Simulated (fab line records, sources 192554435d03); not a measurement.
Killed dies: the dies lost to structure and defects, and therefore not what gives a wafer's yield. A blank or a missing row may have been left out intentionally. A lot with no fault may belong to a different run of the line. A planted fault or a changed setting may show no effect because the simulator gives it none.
Which tool did it? ; flow n5 finfet ; 13 lots, 36 wafers sampled, at 2 steps of a route of 1938

## WHAT THE GAUGES SHOWED, per wafer
N5_BEOL_M15_OVL_MEAS_11. Usual: V14_OVL -2 nm, standard deviation 4.5.
lot;measured;on;V14_OVL (nm);flag
L549;day 12 02:56;overlay-02;-7 0 1;
L551;day 12 22:09;overlay-02;-5 -6 9;
L552;day 13 04:25;overlay-02;-3 -5 0;
L553;day 13 10:45;overlay-02;1 -1 -9;
L556;day 13 17:18;overlay-02;-9 -4 -3;
L561;day 15 06:07;overlay-02;-4 3 -6;
L560;day 15 20:16;overlay-02;0 5 2;
L566;day 16 18:17;overlay-02;-6 -6 -7;
L567;day 17 13:54;overlay-02;-9 -7 -5;
L568;day 17 06:52;overlay-02;-1 -6;
L569;day 18 00:44;overlay-02;-5 -7;
L571;day 18 00:07;overlay-01;-9 -10 -10;
L572;day 18 19:14;overlay-01;-4 -2;

## EACH LOT AND THE TOOL THAT RAN IT (in order: tool; ch and the chambers of the sampled wafers; start)
lot;N5_BEOL_M3_CVD_47
L549;cvd co-01 ch 0,1,2, day 7 19:55
L551;cvd co-02 ch 0,1,2, day 8 20:35
L552;cvd co-01 ch 0,1, day 8 22:58
L553;cvd co-02 ch 0,1,2, day 9 02:02
L556;cvd co-02 ch 1,2, day 9 09:05
L561;cvd co-01 ch 0,1,2, day 10 22:49
L560;cvd co-01 ch 0,1, day 11 02:10
L566;cvd co-02 ch 0,1,2, day 12 14:56
L567;cvd co-02 ch 0,2, day 12 15:18
L568;cvd co-02 ch 1,2, day 12 20:08
L569;cvd co-02 ch 0,1, day 13 02:26
L571;cvd co-02 ch 2, day 13 09:24
L572;cvd co-01 ch 0,2, day 14 08:09
- N5_BEOL_M3_CVD_47: deposits Co from CCTBA/H2, target thk 3 nm, time 223.8 s.

## AS READ BY THE TOOLS THEMSELVES (means over the sampled wafers that have a number; for cases with no such wafer, the mark the record gives instead)
The record holds no such reading with a usual standard deviation.

## THE ANSWER, worked out from the rows above alone
Rule: lot off if the mean of its wafers having a number is beyond 3 standard deviations from the usual mean. A lot without any number at a reading at which 4 lots or more have one is off too. Where the step has rows for the other lots, those lots are counted as sound. The gauges are gone through in route order, then the tools' own readings, and for those a lot's mean is taken as printed above. The first step at which some lot is off is used, and at that step the reading that is off furthest; a lot without a number counts as furthest.
Nothing can be told from this: no lot is off at any reading shown.

## WHAT THE SIMULATOR HAD PUT IN
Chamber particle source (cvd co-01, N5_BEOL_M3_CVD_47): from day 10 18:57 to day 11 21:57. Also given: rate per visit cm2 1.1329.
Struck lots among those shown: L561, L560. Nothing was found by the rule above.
